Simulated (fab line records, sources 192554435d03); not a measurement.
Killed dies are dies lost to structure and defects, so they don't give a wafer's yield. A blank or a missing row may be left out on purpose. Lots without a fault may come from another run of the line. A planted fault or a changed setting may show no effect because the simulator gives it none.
Chamber matching | flow n5_finfet | N5_BEOL_M10_STRIP_67 on rie_diel-03: 4 sister chambers
The step strips in CF4. 14 wafers are shown with their chamber, then 7 later ones without.

WAFERS WITH THEIR CHAMBER
wafer  | chamber | showerhead_plenum_p_Torr (Torr) | throttle_valve_pct (%) | oes_product_au (a.u.)
L074.1 | 0       | 1.90                            | 13.47                  | 0.88
L074.4 | 1       | 1.73                            | 13.63                  | 0.81
L074.6 | 0       | 1.90                            | 13.45                  | 0.88
L081.3 | 3       | 1.75                            | 13.38                  | 0.83
L081.5 | 2       | 1.73                            | 13.49                  | 0.79
L081.6 | 1       | 1.73                            | 13.64                  | 0.80
L082.1 | 2       | 1.72                            | 13.53                  | 0.79
L082.3 | 0       | 1.90                            | 13.48                  | 0.87
L082.4 | 1       | 1.73                            | 13.67                  | 0.79
L087.2 | 0       | 1.89                            | 13.52                  | 0.85
L087.4 | 2       | 1.72                            | 13.54                  | 0.77
L087.6 | 0       | 1.89                            | 13.53                  | 0.84
L091.1 | 0       | 1.89                            | 13.52                  | 0.85
L091.3 | 1       | 1.72                            | 13.71                  | 0.77

SIGNATURES (means of the wafers above)
reading                  | chamber 0 | chamber 1 | chamber 2 | chamber 3 | scatter within a chamber
showerhead_plenum_p_Torr | 1.8950    | 1.7275    | 1.7233    | 1.7500    | 0.0054
throttle_valve_pct       | 13.4950   | 13.6625   | 13.5200   | 13.3800   | 0.0326
oes_product_au           | 0.8617    | 0.7925    | 0.7833    | 0.8300    | 0.0162
Rule: a wafer's distance from a chamber is the root of the sum, over the readings, of the square of ((its reading less the chamber's mean) divided by the reading's scatter). The wafer belongs to the nearest chamber; if the next one is less than 2 further off, it can't be placed. The scatter: the root of (the sum of the squares of (reading less its chamber's mean) over the shown wafers, divided by (wafers less chambers)).

WAFERS WITHOUT THEIR CHAMBER
wafer  | showerhead_plenum_p_Torr (Torr) | throttle_valve_pct (%) | oes_product_au (a.u.)
L091.4 | 1.72                            | 13.71                  | 0.78
L090.1 | 1.75                            | 13.42                  | 0.80
L090.2 | 1.72                            | 13.59                  | 0.77
L090.4 | 1.72                            | 13.72                  | 0.77
L095.1 | 1.72                            | 13.73                  | 0.76
L095.2 | 1.89                            | 13.57                  | 0.83
L095.3 | 1.72                            | 13.58                  | 0.76

WHICH CHAMBER EACH WENT THROUGH
wafer  | from the rows above     | in truth
L091.4 | 1                       | 1
L090.1 | 3                       | 3
L090.2 | can't be placed: 2 or 1 | 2
L090.4 | 1                       | 1
L095.1 | 1                       | 1
L095.2 | 0                       | 0
L095.3 | can't be placed: 2 or 1 | 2
Placed correctly: 5 of 7. Can't be placed from these rows: 2 (the true chamber is among the candidates in 2). Placed wrongly: 0.
